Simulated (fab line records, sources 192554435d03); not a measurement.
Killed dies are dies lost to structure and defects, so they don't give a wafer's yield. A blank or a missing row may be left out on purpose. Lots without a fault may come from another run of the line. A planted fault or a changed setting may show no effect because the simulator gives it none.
fab line records | flow n5_finfet
record lots=7 wafers=21
route steps=1938 shown WELL_APT@25 PMOS_HMC_CHANNEL_EPI@63 FIN_CUT@173 DUMMY_GATE@224 SD_EPI_N@279 SD_ACTIVATION@330 SDB@360 HKMG_FIN@422
start_h: hours from the record's first day to the start of the lot's first wafer shown | wait_h: hours since the lot's step before | " the same as in the row above | L1.1+2: a row that stands for several wafers | - no value, or no start given | * or withheld: withheld | < > ~ a bound
route shown NAME@n: a module of which the file shows steps, and the number in the route of the first | usual: mean/standard deviation of fault-free wafers | same: alike in all rows | chamber/n: place in a boat | sites: the reading at each site | _std_site: their standard deviation | _edge_site: outer sites' mean less inner sites' | radius_mm: how far each site lies from the wafer's centre | mask NAME#n: copy n | behind: the tool/chamber that last shaped the wafer | hold: why the lot was held/for how many hours/how that ended | device: the transistor (n, p or np) that didn't switch | end of line: the same wafers' tests at the end of the route | a step without rows: its recipe alone | killed: dies lost to structure and defects at the first sort, not the wafer's yield | map: a wafer's dies, x killed, . not, _ none there
set.NAME: the setting as run; set.NAME@STEP: as run at that earlier step | model.NAME: the simulator's own value behind a step, which no gauge read
lots whose settings were changed on purpose; a table a step, a row a wafer
## steps
# step N5_WELL_APT_PEB_06
# recipe peb_temp_c=130 peb_time_s=90
# columns lot.wafer tool chamber start_h wait_h set.peb_time_s
L074.1 litho_track-04 0 13.72 0.1 90
L074.5+6 " 0 " " 82.12
L083.3+4+5 litho_track-02 0 67.57 0.0 90
L090.2+3+6 litho_track-03 0 109.45 0.0 95.15
L094.1+4 litho_track-04 0 133.69 0.1 90
L094.3 " 0 " " 71.43
L095.1 litho_track-02 0 139.44 0.1 90
L095.3+5 " 0 " " 79.87
L096.1 litho_track-03 0 145.57 0.1 82.64
L096.2+6 " 0 " " 90
L097.1+3+5 litho_track-02 0 151.69 0.1 90
# step N5_WELL_APT_DEVELOP_07
# recipe develop_time_s=45 rinse_liquid=surfactant_rinse dry=air_spin dev_temp_c=21
# step N5_WELL_APT_HARDBAKE_12
# recipe temp_c=130 time_s=120
# step N5_WELL_APT_CD_MEAS_08
# recipe target_cd_nm=200 landing_energy_ev=500 detector=se_inlens
# usual cd_nm=200.3/1.6
# columns lot.wafer tool chamber start_h wait_h set.peb_time_s@WELL_APT_PEB_06 cd_nm
L074.1 cd_sem-02 0 13.84 - 90 200.8
L074.5 " 0 " " 82.12 196.2
L074.6 " 0 " " 82.12 197.3
L083.3 cd_sem-03 0 67.68 - 90 200.2
L083.4 " 0 " " 90 198.7
L083.5 " 0 " " 90 203.0
L090.2 cd_sem-02 0 109.57 - 95.15 202.7
L090.3 " 0 " " 95.15 201.8
L090.6 " 0 " " 95.15 201.7
L094.1 cd_sem-02 0 133.81 - 90 202.6
L094.3 " 0 " " 71.43 190.3
L094.4 " 0 " " 90 198.5
L095.1 cd_sem-01 0 139.56 - 90 200.5
L095.3 " 0 " " 79.87 194.4
L095.5 " 0 " " 79.87 195.8
L096.1 cd_sem-03 0 145.68 - 82.64 197.4
L096.2 " 0 " " 90 198.2
L096.6 " 0 " " 90 199.6
L097.1 cd_sem-03 0 151.81 - 90 201.3
L097.3 " 0 " " 90 200.5
L097.5 " 0 " " 90 198.3
# step N5_WELL_APT_DESCUM_13
# recipe chemistry=O2 time_s=7.9 source_power_w=50 bias_power_w=20 pressure_mtorr=20 rf_frequency_hz=2.712e+07 temp_c=40 o2_flow_sccm=225
# columns lot.wafer tool chamber start_h wait_h set.peb_time_s@WELL_APT_PEB_06 model.WELL_APT.cd_nm
L074.1 rie_diel-06 3 14.67 0.8 90 200.9
L074.5 " 3 " " 82.12 196.7
L074.6 " 0 " " 82.12 197.2
L083.3 rie_diel-02 1 67.84 0.1 90 199.8
L083.4 " 2 " " 90 198.6
L083.5 " 0 " " 90 203.1
L090.2 rie_diel-02 0 109.81 0.2 95.15 202.6
L090.3 " 2 " " 95.15 201.7
L090.6 " 1 " " 95.15 202
L094.1 rie_diel-01 1 133.92 0.1 90 202.6
L094.3 " 2 " " 71.43 190.5
L094.4 " 3 " " 90 198.8
L095.1 rie_diel-06 0 139.65 0.0 90 200.6
L095.3 " 3 " " 79.87 194.4
L095.5 " 0 " " 79.87 195.7
L096.1 rie_diel-02 1 145.77 0.0 82.64 197
L096.2 " 3 " " 90 198.2
L096.6 " 1 " " 90 199.1
L097.1 rie_diel-02 0 151.96 0.1 90 201.1
L097.3 " 3 " " 90 200.4
L097.5 " 0 " " 90 198.5
# step N5_WELL_APT_COAT_19
# recipe spin_rpm=1357 resist_thk_nm=950
# columns lot.wafer tool chamber start_h wait_h set.spin_rpm model.coat_of_WELL_APT_COAT_19.thk_nm
L074.1+6 litho_track-02 0 - - 1274 978.3
L074.5 " 0 " " 1357 947.5
L083.3 litho_track-03 0 - - 1357 952.8
L083.4 " 0 " " 1357 949.4
L083.5 " 0 " " 1357 951.1
L090.2 litho_track-04 0 - - 1253 995.4
L090.3 " 0 " " 1357 952.9
L090.6 " 0 " " 1357 951.7
L094.1 litho_track-03 0 - - 1357 952
L094.3 " 0 " " 1403 939.8
L094.4 " 0 " " 1403 937
L095.1 litho_track-02 0 - - 1212 1004
L095.3 " 0 " " 1212 1008
L095.5 " 0 " " 1357 950.4
L096.1 litho_track-04 0 - - 1357 950.7
L096.2 " 0 " " 1290 976
L096.6 " 0 " " 1357 954.2
L097.1 litho_track-04 0 - - 1293 974.1
L097.3 " 0 " " 1293 977
L097.5 " 0 " " 1357 950.9
# step N5_PMOS_HMC_CHANNEL_EPI_PEB_07
# recipe peb_temp_c=110 peb_time_s=60 resist=CAR-ArF-block
# columns lot.wafer tool chamber start_h wait_h set.peb_temp_c
L074.1+6 litho_track-05 0 18.12 0.1 112.6
L074.5 " 0 " " 110
L083.3+4+5 litho_track-01 0 71.27 0.0 110
L090.2 litho_track-01 0 113.83 0.0 111.3
L090.3+6 " 0 " " 110
L094.1+3+4 litho_track-05 0 137.40 0.1 110
L095.1+3 litho_track-01 0 143.47 0.1 110
L095.5 " 0 " " 106.5
L096.1+6 litho_track-01 0 149.06 0.1 110
L096.2 " 0 " " 108.3
L097.1+3 litho_track-03 0 155.73 0.1 110
L097.5 " 0 " " 106.7
# step N5_PMOS_HMC_CHANNEL_EPI_DEVELOP_08
# recipe develop_time_s=30 developer=TMAH resist=CAR-ArF-block dev_temp_c=23 rinse_liquid=diw dry=air_spin
# step N5_PMOS_HMC_CHANNEL_EPI_CD_MEAS_09
# recipe target_cd_nm=237.4 landing_energy_ev=500 detector=se_inlens
# usual cd_nm=237.6/1
# columns lot.wafer tool chamber start_h wait_h set.peb_temp_c@PMOS_HMC_CHANNEL_EPI_PEB_07 cd_nm
L074.1 cd_sem-02 0 18.19 - 112.6 245.5
L074.5 " 0 " " 110 238.5
L074.6 " 0 " " 112.6 244.2
L083.3 cd_sem-01 0 71.33 - 110 237.0
L083.4 " 0 " " 110 236.5
L083.5 " 0 " " 110 236.5
L090.2 cd_sem-01 0 113.90 - 111.3 240.0
L090.3 " 0 " " 110 236.8
L090.6 " 0 " " 110 236.7
L094.1 cd_sem-01 0 137.47 - 110 238.6
L094.3 " 0 " " 110 236.9
L094.4 " 0 " " 110 236.5
L095.1 cd_sem-01 0 143.54 - 110 238.4
L095.3 " 0 " " 110 237.6
L095.5 " 0 " " 106.5 226.8
L096.1 cd_sem-01 0 149.13 - 110 237.3
L096.2 " 0 " " 108.3 232.8
L096.6 " 0 " " 110 238.5
L097.1 cd_sem-03 0 155.79 - 110 237.5
L097.3 " 0 " " 110 235.9
L097.5 " 0 " " 106.7 226.2
# step N5_PMOS_HMC_CHANNEL_EPI_DESCUM_14
# recipe chemistry=O2 time_s=7.9 source_power_w=50 bias_power_w=20 pressure_mtorr=20 rf_frequency_hz=2.712e+07 temp_c=40 resist=CAR-ArF-block o2_flow_sccm=225
# columns lot.wafer tool chamber start_h wait_h set.peb_temp_c@PMOS_HMC_CHANNEL_EPI_PEB_07 model.PMOS_HMC_CHANNEL_EPI.cd_nm
L074.1 rie_diel-04 0 18.59 0.3 112.6 245.8
L074.5 " 0 " " 110 238.6
L074.6 " 3 " " 112.6 244.3
L083.3 rie_diel-03 3 71.42 0.0 110 237.1
L083.4+5 " 2,0 " " 110 236.3
L090.2 rie_diel-03 2 114.06 0.1 111.3 240
L090.3 " 1 " " 110 236.6
L090.6 " 0 " " 110 236.5
L094.1 rie_diel-04 0 137.56 0.0 110 238.4
L094.3 " 3 " " 110 236.8
L094.4 " 1 " " 110 236.5
L095.1 rie_diel-05 3 143.63 0.0 110 238.2
L095.3 " 1 " " 110 237.7
L095.5 " 3 " " 106.5 226.6
L096.1 rie_diel-04 1 149.22 0.0 110 237
L096.2 " 3 " " 108.3 233
L096.6 " 0 " " 110 238.6
L097.1 rie_diel-03 0 155.89 0.0 110 237.2
L097.3 " 3 " " 110 235.7
L097.5 " 2 " " 106.7 226.1
# step N5_PMOS_HMC_CHANNEL_EPI_ETCH_32
# recipe chemistry=N2/H2 target=BARC stop_on=SiO2 target_depth_a=858 over_etch_frac=0.3 time_s=50.3 ion_energy_ev=200 mask_material=CAR-ArF-block pressure_mtorr=30 source_w=840 bias_w=150 n2_flow_sccm=200 h2_flow_sccm=200
# usual rf_vpp_V=523.9/2.6
# columns lot.wafer tool chamber start_h wait_h set.bias_w set.peb_temp_c@PMOS_HMC_CHANNEL_EPI_PEB_07 rf_vpp_V model.PMOS_HMC_CHANNEL_EPI.cd_nm
L074.1 rie_diel-04 0 18.63 0.0 161.8 112.6 548.0 248
L074.5 " 0 " " 150 110 522.1 241.2
L074.6 " 3 " " 150 112.6 520.8 245.2
L083.3 rie_diel-03 3 71.46 0.0 150 110 526.0 240.9
L083.4 " 2 " " 150 110 518.3 239.7
L083.5 " 0 " " 150 110 527.2 238.8
L090.2 rie_diel-03 2 114.09 0.0 150 111.3 520.3 242.7
L090.3 " 1 " " 171.9 110 574.8 238.7
L090.6 " 0 " " 150 110 526.7 239.9
L094.1 rie_diel-04 0 137.59 0.0 150 110 522.6 241.3
L094.3 " 3 " " 150 110 528.6 239.1
L094.4 " 1 " " 125.5 110 469.5 238.3
L095.1 rie_diel-05 3 143.66 0.0 150 110 524.3 240.3
L095.3 " 1 " " 157.9 110 536.5 239.8
L095.5 " 3 " " 157.9 106.5 542.6 228.7
L096.1 rie_diel-04 1 149.25 0.0 150 110 522.5 238.7
L096.2 " 3 " " 150 108.3 527.9 235.9
L096.6 " 0 " " 150 110 522.1 242
L097.1 rie_diel-03 0 155.93 0.0 150 110 526.4 239.7
L097.3 " 3 " " 150 110 524.9 238.7
L097.5 " 2 " " 150 106.7 519.9 229.1
# step N5_FIN_CUT_CUT_ETCH_26
# recipe chemistry=CH3F/O2 target=SiNx target_depth_a=390 mask_material=SOC time_s=55.7 pressure_mtorr=30 source_w=395 bias_w=73 Ar_flow_sccm=150 CH3F_flow_sccm=30 O2_flow_sccm=20 ion_energy_ev=120
# columns lot.wafer tool chamber start_h wait_h set.time_s model.etch.depth_nm model.SOC_of_FIN_CUT_COAT_18.thk_nm
L074.1 rie_diel-03 0 29.53 0.0 46.23 31.82 215
L074.5 " 0 " " 46.23 32.14 214.6
L074.6 " 3 " " 55.7 39.31 211.8
L083.3 rie_diel-05 2 81.48 0.0 55.7 39.05 211.8
L083.4 " 1 " " 55.7 39.14 210.4
L083.5 " 2 " " 55.7 38.68 210.8
L090.2 rie_diel-04 3 123.90 0.0 48.15 34.31 214.8
L090.3 " 0 " " 48.15 34.51 214.2
L090.6 " 3 " " 55.7 39.46 212.2
L094.1 rie_diel-04 1 147.23 0.0 50.93 35.57 213
L094.3 " 3 " " 50.93 35.57 213.6
L094.4 " 2 " " 50.93 35.45 213.4
L095.1 rie_diel-05 2 155.76 0.0 65.26 45.48 208.2
L095.3 " 1 " " 55.7 38.67 211.4
L095.5 " 0 " " 55.7 38.7 211
L096.1 rie_diel-05 2 159.52 0.0 60.59 42.03 210.2
L096.2 " 0 " " 60.59 42.58 208.8
L096.6 " 2 " " 60.59 42.37 209.4
L097.1 rie_diel-05 2 166.76 0.0 55.7 38.74 211.8
L097.3 " 1 " " 63.9 45.02 209
L097.5 " 3 " " 55.7 39.67 211
# step N5_DUMMY_GATE_COAT_28
# recipe resist=underlayer temp_c=205 time_s=60 spin_rpm=1500 resist_thk_nm=10
# columns lot.wafer tool chamber start_h wait_h set.spin_rpm model.underlayer_of_DUMMY_GATE_COAT_28.thk_nm
L074.1+6 litho_track-04 0 - - 1500 10
L074.5 " 0 " " 1587 9.6
L083.3+4+5 litho_track-01 0 - - 1500 10
L090.2+3 litho_track-05 0 - - 1500 10
L090.6 " 0 " " 1430 10.2
L094.1 litho_track-01 0 - - 1500 10
L094.3+4 " 0 " " 1635 9.6
L095.1+3 litho_track-04 0 - - 1362 10.4
L095.5 " 0 " " 1500 10
L096.1+2+6 litho_track-04 0 - - 1500 10
L097.1+5 litho_track-04 0 - - 1500 10
L097.3 " 0 " " 1335 10.6
# step N5_SD_EPI_N_ETCH_16
# recipe chemistry=CHF3/O2 target=SiO2 target_depth_a=50 mask_material=SOC pressure_mtorr=30 source_w=650 bias_w=170 Ar_flow_sccm=200 CHF3_flow_sccm=50 O2_flow_sccm=5 ion_energy_ev=200
# columns lot.wafer tool chamber start_h wait_h set.target_depth_a model.etch.depth_nm
L074.1 rie_diel-02 3 50.44 0.1 46.33 4.519
L074.5 " 3 " " 50 4.869
L074.6 " 0 " " 46.33 4.664
L083.3 rie_diel-01 2 103.39 0.1 50 4.931
L083.4 " 0 " " 50 5.104
L083.5 " 1 " " 50 5.002
L090.2 rie_diel-06 2 145.75 0.1 55.56 5.565
L090.3 " 1 " " 50 4.969
L090.6 " 1 " " 50 4.991
L094.1 rie_diel-06 0 168.86 0.1 50 5.137
L094.3 " 2 " " 50 5.022
L094.4 " 1 " " 50 4.966
L095.1 rie_diel-01 0 180.97 0.1 44.12 4.48
L095.3 " 2 " " 50 4.851
L095.5 " 2 " " 44.12 4.316
L096.1 rie_diel-06 0 182.35 0.1 44.46 4.588
L096.2 " 3 " " 50 4.91
L096.6 " 1 " " 50 5.01
L097.1 rie_diel-01 2 191.81 0.1 50 4.905
L097.3 " 2 " " 50 4.901
L097.5 " 2 " " 50 4.902
# step N5_SD_EPI_N_EPI_21
# recipe material=Si:P dopant=P temp_c=680 pressure_torr=255 time_s=690
# columns lot.wafer tool chamber start_h wait_h set.temp_c model.Si-P_of_SD_EPI_N_EPI_21.thk_nm
L074.1 epi_rpcvd-01 0 51.50 0.1 680 58.2
L074.5+6 " 0 52.62 1.1 680 58.6
L083.3 epi_rpcvd-01 0 105.06 0.7 680 58.6
L083.4 " 0 " " 680 59.2
L083.5 " 0 " " 680 58.4
L090.2 epi_rpcvd-01 0 147.36 0.5 675.3 54.4
L090.3 " 0 " " 680 59.2
L090.6 " 0 148.85 1.9 680 58.8
L094.1 epi_rpcvd-03 0 169.91 0.1 680 58.4
L094.3 " 0 " " 684.5 62.6
L094.4 " 0 " " 684.5 63
L095.1 epi_rpcvd-02 0 182.05 0.1 680 58
L095.3 " 0 " " 680 58.4
L095.5 " 0 " " 678.2 56.6
L096.1 epi_rpcvd-01 0 183.44 0.1 680 58.6
L096.2 " 0 " " 680 59.4
L096.6 " 0 184.84 1.4 675.6 54.8
L097.1 epi_rpcvd-03 0 192.93 0.1 680 59.4
L097.3 " 0 " " 682.2 62
L097.5 " 0 " " 680 60
# step N5_SD_EPI_N_PRECLEAN_24
# recipe chemistry=O3/DIW time_s=60 temp_c=22 o3_ppm=10
# columns lot.wafer tool chamber start_h wait_h set.temp_c@SD_EPI_N_EPI_21 model.Si-P_of_SD_EPI_N_EPI_21.thk_nm
L074.1 wet_bench-01 6 53.27 0.0 680 57.8
L074.5+6 " 3,5 " " 680 58.2
L083.3 wet_bench-04 7 106.25 0.0 680 58.2
L083.4 " 3 " " 680 58.8
L083.5 " 1 " " 680 58
L090.2 wet_bench-01 2 149.30 0.0 675.3 54
L090.3 " 4 " " 680 58.6
L090.6 " 5 " " 680 58.2
L094.1 wet_bench-04 0 171.68 0.0 680 58
L094.3 " 6 " " 684.5 62.2
L094.4 " 2 " " 684.5 62.6
L095.1 wet_bench-04 7 183.83 0.1 680 57.6
L095.3 " 0 " " 680 58
L095.5 " 4 " " 678.2 56.2
L096.1 wet_bench-03 6 185.19 0.0 680 58.2
L096.2 " 7 " " 680 59
L096.6 " 3 " " 675.6 54.4
L097.1 wet_bench-01 2 194.68 0.0 680 59
L097.3 " 0 " " 682.2 61.6
L097.5 " 5 " " 680 59.6
# step N5_SD_EPI_N_SRD_25
# recipe time_s=30 temp_c=23 rinse_liquid=diw dry=ipa_marangoni
# step N5_SD_EPI_N_PRECLEAN_49
# recipe chemistry=NF3:NH3 afs_cycles=1 temp_c=30 time_s=20 sublimation_temp_c=180 sublimation_time_s=60 pressure_torr=3 rf_power_w=30
# step N5_SD_ACTIVATION_RTA_00
# recipe temp_c=975 time_s=0 ambient=N2 idle_temp_c=600 ramp_up_c_per_s=150 ramp_down_c_per_s=60 cool_to_c=600
# step N5_SD_ACTIVATION_LSA_01
# recipe temp_c=1080 time_s=0.0008 ambient=N2
# step N5_SD_ACTIVATION_RS_MEAS_03
# recipe thk_meas_gauge=four-point-probe
# usual RS_SD_N=21.95/0.28 RS_SD_P=56.1/0.84
# columns lot.wafer tool chamber start_h wait_h set.temp_c@SD_EPI_N_EPI_21 RS_SD_N[ohm/sq] RS_SD_P[ohm/sq]
L074.1 film_metro-01 - 58.50 0.2 680 22.41 55.8
L074.5 " - " " 680 21.94 55.6
L074.6 " - " " 680 22.00 56.0
L083.3 film_metro-01 - 111.77 0.2 680 22.09 55.2
L083.4 " - " " 680 21.98 56.8
L083.5 " - " " 680 21.97 56.3
L090.2 film_metro-01 - 154.48 0.2 675.3 23.76 57.3
L090.3 " - " " 680 21.81 56.2
L090.6 " - " " 680 21.97 56.9
L094.1 film_metro-01 - 176.99 0.2 680 22.25 57.4
L094.3 " - " " 684.5 20.81 58.2
L094.4 " - " " 684.5 20.46 57.0
L095.1 film_metro-01 - 189.72 0.2 680 22.19 57.0
L095.3 " - " " 680 22.08 57.1
L095.5 " - " " 678.2 22.69 56.9
L096.1 film_metro-01 - 191.77 0.2 680 22.18 57.1
L096.2 " - " " 680 21.97 57.3
L096.6 " - " " 675.6 23.63 56.8
L097.1 film_metro-01 - 200.70 0.2 680 21.91 57.8
L097.3 " - " " 682.2 20.89 56.5
L097.5 " - " " 680 21.54 56.7
# step N5_SDB_ETCH_17
# recipe chemistry=CF4 target=SiARC target_depth_a=234 mask_material=CAR-ArF time_s=39 ion_energy_ev=80 pressure_mtorr=40 source_w=545 bias_w=36 Ar_flow_sccm=100 cf4_flow_sccm=100 ends=cleared
# usual rf_vpp_V=184.5/1.1
# columns lot.wafer tool chamber start_h wait_h set.bias_w rf_vpp_V
L074.1 rie_diel-02 0 65.90 0.0 36 185.5
L074.5 " 2 " " 36 184.6
L074.6 " 1 " " 36 186.7
L083.3 rie_diel-01 0 119.84 0.0 36 186.7
L083.4 " 2 " " 36 186.3
L083.5 " 2 " " 36 184.2
L090.2 rie_diel-01 0 161.79 0.0 36 184.7
L090.3 " 3 " " 36 184.8
L090.6 " 0 " " 36 186.3
L094.1 rie_diel-06 1 184.32 0.0 40.74 199.5
L094.3 " 3 " " 36 183.6
L094.4 " 0 " " 40.74 198.2
L095.1 rie_diel-01 2 197.28 0.0 36 183.0
L095.3 " 3 " " 41.25 203.3
L095.5 " 1 " " 41.25 198.9
L096.1 rie_diel-06 0 199.34 0.0 36 184.3
L096.2 " 1 " " 36 184.6
L096.6 " 3 " " 39.52 194.9
L097.1 rie_diel-06 3 208.62 0.0 36 183.0
L097.3 " 2 " " 36 184.5
L097.5 " 1 " " 36 184.6
# step N5_SDB_ALD_29
# recipe material=SiNx target_thk_a=300 temp_c=400 ald_precursor_family=SiH2I2 ald_co_reactant=N2/H2-plasma pulse_time_s=1 ald_cycles=600 purge_time_s=2 co_reactant_purge_time_s=2 pressure_torr=2
# columns lot.wafer tool chamber start_h wait_h set.ald_cycles model.SiNx_of_SDB_ALD_29.thk_nm
L074.1 ald_sin-02 1 66.68 0.0 679 34.2
L074.5 " 1 68.04 1.4 679 34
L074.6 " 2 " " 600 30
L083.3 ald_sin-02 3 120.61 0.0 600 30.2
L083.4+5 " 1,0 121.96 1.4 600 30.4
L090.2+6 ald_sin-02 3,0 162.77 0.0 656 32.8
L090.3 " 2 " " 600 29.8
L094.1+3 ald_sin-04 3,1 185.83 0.8 600 30
L094.4 " 1 187.18 2.1 600 30.2
L095.1+3 ald_sin-04 1,2 198.04 0.0 600 30.2
L095.5 " 0 199.39 1.4 675 33.6
L096.1+2 ald_sin-04 3,1 200.91 0.8 600 30
L096.6 " 1 202.27 2.2 641 32.2
L097.1 ald_sin-04 2 209.37 0.0 600 30.2
L097.3+5 " 3,2 " " 600 30
# step N5_HKMG_FIN_COAT_29
# recipe resist=SOC temp_c=250 time_s=60 spin_rpm=1500 resist_thk_nm=300
# columns lot.wafer tool chamber start_h wait_h set.spin_rpm model.SOC_of_HKMG_FIN_COAT_29.thk_nm
L074.1 litho_track-05 0 74.29 0.2 1590 291.4
L074.5 " 0 " " 1590 291.8
L074.6 " 0 " " 1500 301
L083.3 litho_track-05 0 128.59 0.2 1500 301.2
L083.4 " 0 " " 1500 300.4
L083.5 " 0 " " 1500 300.6
L090.2+3 litho_track-02 0 170.38 0.2 1500 299.8
L090.6 " 0 " " 1662 284.8
L094.1 litho_track-05 0 193.63 0.2 1355 314.6
L094.3 " 0 " " 1355 314.4
L094.4 " 0 " " 1500 299
L095.1+3 litho_track-05 0 206.16 0.2 1500 300
L095.5 " 0 " " 1500 300.4
L096.1 litho_track-05 0 208.84 0.2 1358 315.2
L096.2+6 " 0 " " 1500 299.2
L097.1+3 litho_track-02 0 217.18 0.2 1500 300.2
L097.5 " 0 " " 1500 300.8
## key
split step=N5_WELL_APT_PEB_06 setting=peb_time_s stated=90 by=wafer
response step=N5_WELL_APT_CD_MEAS_08 reading=cd_nm change=+0.459 per=1% r=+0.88
response step=N5_WELL_APT_DESCUM_13 reading=model.WELL_APT.cd_nm change=+0.462 per=1% r=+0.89
split step=N5_WELL_APT_COAT_19 setting=spin_rpm stated=1357 by=wafer
response step=N5_WELL_APT_COAT_19 reading=model.coat_of_WELL_APT_COAT_19.thk_nm change=-5.18 per=1% r=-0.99
split step=N5_PMOS_HMC_CHANNEL_EPI_PEB_07 setting=peb_temp_c stated=110 by=wafer
response step=N5_PMOS_HMC_CHANNEL_EPI_CD_MEAS_09 reading=cd_nm change=+3.3 per=1% r=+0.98
response step=N5_PMOS_HMC_CHANNEL_EPI_DESCUM_14 reading=model.PMOS_HMC_CHANNEL_EPI.cd_nm change=+3.29 per=1% r=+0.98
response step=N5_PMOS_HMC_CHANNEL_EPI_ETCH_32 reading=model.PMOS_HMC_CHANNEL_EPI.cd_nm change=+3.16 per=1% r=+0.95
split step=N5_PMOS_HMC_CHANNEL_EPI_ETCH_32 setting=bias_w stated=150 by=wafer
response step=N5_PMOS_HMC_CHANNEL_EPI_ETCH_32 reading=rf_vpp_V change=+3.43 per=1% r=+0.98
split step=N5_FIN_CUT_CUT_ETCH_26 setting=time_s stated=55.7 by=wafer
response step=N5_FIN_CUT_CUT_ETCH_26 reading=model.etch.depth_nm change=+0.402 per=1% r=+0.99
response step=N5_FIN_CUT_CUT_ETCH_26 reading=model.SOC_of_FIN_CUT_COAT_18.thk_nm change=-0.172 per=1% r=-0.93
split step=N5_DUMMY_GATE_COAT_28 setting=spin_rpm stated=1500 by=wafer
response step=N5_DUMMY_GATE_COAT_28 reading=model.underlayer_of_DUMMY_GATE_COAT_28.thk_nm change=-0.0501 per=1% r=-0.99
split step=N5_SD_EPI_N_ETCH_16 setting=target_depth_a stated=50 by=wafer
response step=N5_SD_EPI_N_ETCH_16 reading=model.etch.depth_nm change=+0.041 per=1% r=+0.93
split step=N5_SD_EPI_N_EPI_21 setting=temp_c stated=680 by=wafer
response step=N5_SD_EPI_N_EPI_21 reading=model.Si-P_of_SD_EPI_N_EPI_21.thk_nm change=+6.61 per=1% r=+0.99
response step=N5_SD_EPI_N_PRECLEAN_24 reading=model.Si-P_of_SD_EPI_N_EPI_21.thk_nm change=+6.52 per=1% r=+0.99
response step=N5_SD_ACTIVATION_RS_MEAS_03 reading=RS_SD_N change=-2.51 per=1% r=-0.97
split step=N5_SDB_ETCH_17 setting=bias_w stated=36 by=wafer
response step=N5_SDB_ETCH_17 reading=rf_vpp_V change=+1.18 per=1% r=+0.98
split step=N5_SDB_ALD_29 setting=ald_cycles stated=600 by=wafer
response step=N5_SDB_ALD_29 reading=model.SiNx_of_SDB_ALD_29.thk_nm change=+0.301 per=1% r=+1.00
split step=N5_HKMG_FIN_COAT_29 setting=spin_rpm stated=1500 by=wafer
response step=N5_HKMG_FIN_COAT_29 reading=model.SOC_of_HKMG_FIN_COAT_29.thk_nm change=-1.55 per=1% r=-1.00
